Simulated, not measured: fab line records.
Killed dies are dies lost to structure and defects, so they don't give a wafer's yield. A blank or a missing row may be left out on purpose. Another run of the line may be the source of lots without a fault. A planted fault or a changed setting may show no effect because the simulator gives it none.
Lot-split experiment ; flow n5-finfet ; route with 1938 steps; 7 lots, 39 wafers read

## THE SPLIT ITSELF
At N5_WELL_APT_IMPLANT_15, the setting energy-kev was moved away from the recipe's 25 on 15 of the 39 wafers read, by -14.6% to +9.9%. This setting was run at the recipe's value on the other wafers.

Reading taken at the split's own step.

## THE READING
The simulator's own value implant.drp-nm, read by no gauge, in nm at N5_WELL_APT_IMPLANT_15. The file gives no usual value for it.

wafer;tool, chamber at the split;energy-kev as run;against the recipe;implant.drp-nm, nm;against lot-mates on the recipe
L075.3;implanter-01, 0;25;recipe;8.457;-
L075.5;implanter-01, 0;25;recipe;8.457;-
L075.6;implanter-01, 0;25;recipe;8.457;-
L081.1;implanter-02, 0;21.35;-14.6%;7.569;-0.888
L081.4;implanter-02, 0;21.35;-14.6%;7.569;-0.888
L081.5;implanter-02, 0;21.35;-14.6%;7.569;-0.888
L081.2;implanter-02, 0;25;recipe;8.457;-
L081.3;implanter-02, 0;25;recipe;8.457;-
L081.6;implanter-02, 0;25;recipe;8.457;-
L082.1;implanter-01, 0;25;recipe;8.457;-
L082.2;implanter-01, 0;25;recipe;8.457;-
L082.3;implanter-01, 0;25;recipe;8.457;-
L082.4;implanter-01, 0;27.48;+9.9%;9.048;+0.591
L082.5;implanter-01, 0;27.48;+9.9%;9.048;+0.591
L082.6;implanter-01, 0;27.48;+9.9%;9.048;+0.591
L084.1;implanter-01, 0;26.21;+4.8%;8.746;+0.289
L084.4;implanter-01, 0;26.21;+4.8%;8.746;+0.289
L084.5;implanter-01, 0;26.21;+4.8%;8.746;+0.289
L084.2;implanter-01, 0;25;recipe;8.457;-
L084.3;implanter-01, 0;25;recipe;8.457;-
L084.6;implanter-01, 0;25;recipe;8.457;-
L089.1;implanter-02, 0;25;recipe;8.457;-
L089.4;implanter-02, 0;25;recipe;8.457;-
L089.5;implanter-02, 0;25;recipe;8.457;-
L089.2;implanter-02, 0;23.73;-5.1%;8.151;-0.306
L089.3;implanter-02, 0;23.73;-5.1%;8.151;-0.306
L089.6;implanter-02, 0;23.73;-5.1%;8.151;-0.306
L090.1;implanter-01, 0;25;recipe;8.457;-
L090.2;implanter-01, 0;25;recipe;8.457;-
L090.3;implanter-01, 0;25;recipe;8.457;-
L090.4;implanter-01, 0;25;recipe;8.457;-
L090.5;implanter-01, 0;25;recipe;8.457;-
L090.6;implanter-01, 0;25;recipe;8.457;-
L096.1;implanter-01, 0;21.76;-13.0%;7.671;-0.786
L096.4;implanter-01, 0;21.76;-13.0%;7.671;-0.786
L096.5;implanter-01, 0;21.76;-13.0%;7.671;-0.786
L096.2;implanter-01, 0;25;recipe;8.457;-
L096.3;implanter-01, 0;25;recipe;8.457;-
L096.6;implanter-01, 0;25;recipe;8.457;-

THE FIT
A straight line over all 39 wafers: implant.drp-nm changes by +0.0604 nm for each +1% of energy-kev; r = +1.00; the points scatter about the line by 0.0028 nm.
The same after taking each lot's own level away (the mean of its wafers on the recipe; 39 wafers): +0.0604 nm for each +1%; r = +1.00; scatter 0.0028 nm.
Per that fit: largest energy-kev move, reading shift of 0.88 nm.
The lots' own levels span 8.4570 to 8.4570 nm.
So the lot-to-lot level changes the slope little: the two slopes agree.
Check: with one of the wafers moved furthest among these (-14.6%) left out of the fit, the line predicts -0.883 nm for it against its lot-mates. Against them it came out at -0.888 nm.

## THE WHOLE CHAIN: every reading that the file lists as answering this split, in the file's order
step;what it does;reading;change (the file's fit);r (the file's)
N5_WELL_APT_IMPLANT_15;;implant.rp-nm (the simulator's own value, which no gauge read);+0.142 nm for each +1% of the setting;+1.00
N5_WELL_APT_IMPLANT_15;;implant.drp-nm (the simulator's own value, which no gauge read);+0.0605 nm for each +1% of the setting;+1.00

## THE FILE'S OWN FIT
implant.drp-nm changes by +0.0605 nm for each +1% of energy-kev, r = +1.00.
